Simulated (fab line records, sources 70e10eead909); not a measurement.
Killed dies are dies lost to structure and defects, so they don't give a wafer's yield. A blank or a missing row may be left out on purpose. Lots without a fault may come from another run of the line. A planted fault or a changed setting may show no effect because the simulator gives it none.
fab line records | flow nand_harc
record lots=6 wafers=18 last_day=25
route steps=1159 shown P_BONDPAD@356
lots that met no fault: from a run of the same line without faults
start_h: hours from the record's first day to the start of the lot's first wafer shown | wait_h: hours since the lot's step before | " the same as in the row above | L1.1+2: a row that stands for several wafers | - no value, or no start given | * or withheld: withheld | < > ~ a bound
route shown NAME@n: a module of which the file shows steps, and the number in the route of the first | usual: mean/standard deviation of fault-free wafers | same: alike in all rows | chamber/n: place in a boat | sites: the reading at each site | _std_site: their standard deviation | _edge_site: outer sites' mean less inner sites' | radius_mm: how far each site lies from the wafer's centre | mask NAME#n: copy n | behind: the tool/chamber that last shaped the wafer | hold: why the lot was held/for how many hours/how that ended | device: the transistor (n, p or np) that didn't switch | end of line: the same wafers' tests at the end of the route | a step without rows: its recipe alone | killed: dies lost to structure and defects at the first sort, not the wafer's yield | map: a wafer's dies, x killed, . not, _ none there
set.NAME: the setting as run; set.NAME@STEP: as run at that earlier step | model.NAME: the simulator's own value behind a step, which no gauge read
lots at some steps of the route; a table a step, a row a wafer
services: from which hour (start_h, from the record's first day; less than 0 if before it) a tool's chamber was out of use, for how many hours, and why
## steps
# step NHARC_P_BONDPAD_HMDS_02
# recipe time_s=30
# step NHARC_P_BONDPAD_COAT_36
# recipe temp_c=200 time_s=65
# step NHARC_P_BONDPAD_COAT_03
# recipe spin_rpm=2000 resist_thk_nm=600
# step NHARC_P_BONDPAD_SOFTBAKE_04
# recipe temp_c=125 time_s=70
# step NHARC_P_BONDPAD_EBR_05
# step NHARC_P_BONDPAD_EXPOSE_06
# recipe na=0.55 dose_mj=37.06 mask_id=P_BPAD
# step NHARC_P_BONDPAD_PEB_07
# recipe peb_temp_c=128 peb_time_s=80
# step NHARC_P_BONDPAD_DEVELOP_08
# recipe time_s=50 dev_temp_c=22
# step NHARC_P_BONDPAD_CD_MEAS_09
# recipe target_cd_nm=500 landing_energy_ev=500
# usual cd_nm=499.1/2.4
# columns lot.wafer tool chamber start_h wait_h cd_nm
L251.1 cd_sem-02 0 134.92 - 500.8
L251.2 " 0 " " 499.5
L251.4 " 0 " " 499.9
L250.1 cd_sem-02 0 140.77 - 497.6
L250.2 " 0 " " 498.8
L250.5 " 0 " " 499.5
L270.4 cd_sem-01 0 240.29 - 495.7
L270.5 " 0 " " 497.2
L270.6 " 0 " " 501.3
L269.1 cd_sem-03 0 241.29 - 501.1
L269.2 " 0 " " 495.9
L269.6 " 0 " " 497.8
L272.1 cd_sem-03 0 254.34 - 499.1
L272.5 " 0 " " 499.0
L272.6 " 0 " " 497.5
L273.1 cd_sem-03 0 270.93 - 499.3
L273.4 " 0 " " 505.2
L273.5 " 0 " " 501.4
# step NHARC_P_BONDPAD_OVL_MEAS_38
# usual overlay_x_nm=-2/4.8 overlay_y_nm=-2/5.6
# columns lot.wafer tool chamber start_h wait_h overlay_x_nm overlay_y_nm
L251.1 overlay-02 - 135.00 - -1 -10
L251.2 " - " " 0 -9
L251.4 " - " " -1 -9
L250.1 overlay-01 - 140.86 - -5 -3
L250.2 " - " " -4 -4
L250.5 " - " " -5 -4
L270.4 overlay-01 - 240.37 - 1 1
L270.5 " - " " 1 1
L270.6 " - " " 1 1
L269.1 overlay-02 - 241.38 - -9 -2
L269.2 " - " " -9 -2
L269.6 " - " " -8 -3
L272.1 overlay-02 - 254.42 - -3 -6
L272.5 " - " " -3 -6
L272.6 " - " " -4 -6
L273.1 overlay-01 - 271.02 - -8 -2
L273.4 " - " " -8 -2
L273.5 " - " " -8 -2
# step NHARC_P_BONDPAD_HARDBAKE_10
# recipe temp_c=118 time_s=65
# step NHARC_P_BONDPAD_DESCUM_11
# recipe time_s=3 o2_flow_sccm=200 ar_flow_sccm=0 bias_power_w=0 chemistry=O2
# usual drypump_motor_current_A=5.8/0.57 oes_product_au=1.005/0.014 rf_vpp_V=57.7/0.96 showerhead_plenum_p_Torr=1.90/0.093 throttle_valve_pct=11.312/0.009
# columns lot.wafer tool chamber start_h wait_h drypump_motor_current_A oes_product_au rf_hours_counter_h rf_vpp_V showerhead_plenum_p_Torr throttle_valve_pct
L251.4 rie_diel-01 1 135.13 - 5.2 0.984 54 57.3 1.77 11.286
L251.1 " 2 " " 6.3 0.978 56 57.7 2.04 11.309
L251.2 " 3 " " 5.0 1.013 56 56.5 2.02 11.324
L250.2 rie_diel-08 2 140.98 - 6.2 1.011 2 57.8 1.97 11.298
L250.1 " 3 " " 6.5 1.023 3 58.4 1.84 11.311
L250.5 " 2 " " 6.2 1.008 - 57.8 1.97 11.299
L270.4 rie_diel-01 2 240.52 - 6.3 0.983 31 58.0 2.03 11.301
L270.5 " 3 " " 5.0 1.002 - 59.0 2.01 11.307
L270.6 " 0 " " 5.8 0.997 - 56.8 1.77 11.317
L269.2 rie_diel-01 3 241.55 - 5.1 0.989 26 58.5 2.01 11.309
L269.1 " 0 " " 5.9 0.995 32 55.8 1.77 11.305
L269.6 " 2 " " 6.3 0.980 - 59.0 2.03 11.298
L272.1 rie_diel-06 3 254.56 - 5.2 1.004 0 59.2 2.00 11.311
L272.5 " 1 " " 5.7 1.011 - 57.2 1.97 11.304
L272.6 " 2 " " 6.5 1.004 - 57.8 1.80 11.297
L273.4 rie_diel-08 0 271.16 - 6.2 1.009 50 57.6 1.92 11.322
L273.1 " 1 " " 6.1 1.016 53 56.6 1.86 11.308
L273.5 " 0 " " 6.2 1.026 - 57.5 1.92 11.305
# step NHARC_P_BONDPAD_ETCH_37
# recipe target_depth_a=600 overetch_a=180 time_s=65.91 ion_energy_ev=200 n2_flow_sccm=150 h2_flow_sccm=150 ar_flow_sccm=0 rf_w=400 bias_w=150 chemistry=N2/H2
# usual drypump_motor_current_A=5.8/0.57 n2_flow_sccm=150.0/0.45 oes_product_au=1.003/0.015 rf_vpp_V=430.1/2.9 run_length_s=87.2/0.47 showerhead_plenum_p_Torr=2.03/0.1 throttle_valve_pct=14.172/0.0087
# columns lot.wafer tool chamber start_h wait_h drypump_motor_current_A n2_flow_sccm oes_product_au rf_hours_counter_h rf_vpp_V run_length_s showerhead_plenum_p_Torr throttle_valve_pct
L251.2 rie_diel-01 1 135.30 0.1 5.2 150.6 0.980 54 425.5 87.0 1.88 14.169
L251.4 " 2 " " 6.3 149.7 0.977 56 433.5 88.1 2.18 14.178
L251.1 " 3 " " 5.0 150.3 1.007 56 432.1 86.5 2.15 14.180
L250.2 rie_diel-08 2 141.07 0.1 6.2 150.0 1.008 3 432.0 86.7 2.10 14.174
L250.1 " 3 " " 6.5 149.5 1.033 3 426.7 87.2 1.96 14.162
L250.5 " 3 " " 6.5 150.1 1.021 - 428.8 87.4 1.96 14.183
L270.4 rie_diel-01 0 240.58 0.1 5.9 150.1 0.989 32 427.2 68.5 1.88 14.161
L270.5 " 0 " " 5.9 151.0 0.995 - 427.7 69.1 1.88 14.174
L270.6 " 1 " " 5.2 149.5 0.966 - 436.9 69.2 2.21 14.158
L269.2 rie_diel-01 0 241.68 0.1 5.8 150.0 0.980 32 428.4 68.9 1.88 14.155
L269.1 " 2 " " 6.4 149.5 0.980 31 432.2 70.9 2.17 14.148
L269.6 " 0 " " 5.9 150.2 0.976 - 426.3 68.5 1.88 14.170
L272.1 rie_diel-06 2 254.63 0.1 6.5 150.0 1.010 0 425.3 87.3 1.91 14.175
L272.5 " 2 " " 6.5 150.2 1.009 - 428.5 87.1 1.91 14.176
L272.6 " 3 " " 5.2 150.2 1.016 - 432.7 87.1 2.13 14.163
L273.4 rie_diel-08 1 271.23 0.1 6.0 150.1 1.004 53 429.2 86.7 1.98 14.172
L273.1 " 0 " " 6.2 150.4 1.023 50 430.7 88.1 2.04 14.174
L273.5 " 1 " " 6.1 149.7 1.001 - 428.4 86.7 1.98 14.180
# step NHARC_P_BONDPAD_ETCH_12
# recipe target_depth_a=2000 time_s=100 chf3_flow_sccm=50 o2_flow_sccm=10 ar_flow_sccm=200 rf_w=500 bias_w=200 chemistry=CHF3/O2
# usual drypump_motor_current_A=5.8/0.58 oes_product_au=0.950/0.027 rf_vpp_V=370.3/2.5 run_length_s=121.3/0.45 showerhead_plenum_p_Torr=2.39/0.11 throttle_valve_pct=20.573/0.0086
# columns lot.wafer tool chamber start_h wait_h drypump_motor_current_A oes_product_au rf_hours_counter_h rf_vpp_V run_length_s showerhead_plenum_p_Torr throttle_valve_pct
L251.4 rie_diel-01 1 - - 5.2 0.913 54 365.5 121.3 2.23 20.562
L251.2 " 2 " " 6.3 0.909 56 374.5 122.0 2.56 20.576
L251.1 " 0 " " 5.8 0.913 52 367.6 120.4 2.24 20.582
L250.1 rie_diel-08 2 - - 6.3 0.940 3 372.1 120.8 2.46 20.576
L250.2 " 3 " " 6.5 0.967 3 370.2 121.1 2.31 20.580
L250.5 " 1 " " 6.1 0.978 - 370.7 120.8 2.35 20.580
L270.4 rie_diel-01 1 - - 5.2 0.936 31 373.6 120.9 2.58 20.583
L270.5 " 2 " " 6.3 0.938 - 375.3 122.0 2.54 20.569
L270.6 " 3 " " 5.1 0.947 - 371.7 121.0 2.51 20.574
L269.1 rie_diel-01 3 - - 5.1 0.916 27 372.4 121.4 2.51 20.576
L269.2 " 1 " " 5.2 0.905 32 373.9 121.4 2.58 20.566
L269.6 " 3 " " 5.1 0.919 - 372.2 120.5 2.51 20.555
L272.1 rie_diel-06 3 - - 5.2 0.980 0 372.4 121.1 2.50 20.575
L272.6 " 3 " " 5.2 0.972 - 371.4 121.1 2.50 20.596
L272.5 " 0 " " 5.0 0.986 - 369.0 121.2 2.27 20.571
L273.4 rie_diel-08 0 - - 6.2 0.985 50 371.8 121.9 2.41 20.578
L273.1 " 1 " " 6.1 0.992 53 367.9 120.7 2.33 20.583
L273.5 " 0 " " 6.2 0.977 - 370.8 122.1 2.41 20.578
## services
# columns tool chamber start_h hours kind
rie_diel-08 - 124.80 9.0 pm
rie_diel-01 0 125.14 5.7 repair
rie_diel-06 3 126.06 19.5 repair
rie_diel-01 1 126.20 - clean
rie_diel-01 2 126.20 - clean
rie_diel-01 3 126.20 - clean
rie_diel-01 - 146.45 9.0 pm
rie_diel-01 0 146.45 9.0 vent_cycle
rie_diel-01 1 146.45 9.0 vent_cycle
rie_diel-01 2 146.45 9.0 vent_cycle
rie_diel-01 3 146.45 9.0 vent_cycle
rie_diel-01 0 155.45 - clean
rie_diel-01 1 155.45 - clean
rie_diel-01 1 155.45 - consumable_replace:showerhead
rie_diel-01 2 155.45 - clean
rie_diel-01 3 155.45 - clean
rie_diel-01 0 179.95 - clean
rie_diel-01 1 179.95 - clean
rie_diel-01 2 179.95 - clean
rie_diel-01 3 215.88 9.7 repair
rie_diel-06 1 239.98 4.3 repair
rie_diel-06 - 241.20 9.0 pm
rie_diel-01 0 264.34 4.4 repair
rie_diel-08 3 265.31 3.5 repair
## key
first_sign step=NHARC_P_BONDPAD_ETCH_37 reading=run_length_s direction=down sigmas=38 usual=* struck=*
effect none on later readings
met_at NHARC_P_BONDPAD_ETCH_37
struck_wafers L269.1,L269.2,L269.6,L270.4,L270.5,L270.6
sort_left_out L269.1,L269.2,L269.6,L270.4,L270.5,L270.6
onset_between 135.30 240.58
fault kind=process_parameter_drift tool=rie_diel-01 chamber=- onset_h=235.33 steps=NHARC_P_BONDPAD_ETCH_37 channel=time_s offset=* shape=step end_h=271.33 acts_in=* stated=*
# sort_left_out: the simulated sort isn't trusted on such a fault, so these wafers' sort isn't shown, and their yield isn't known
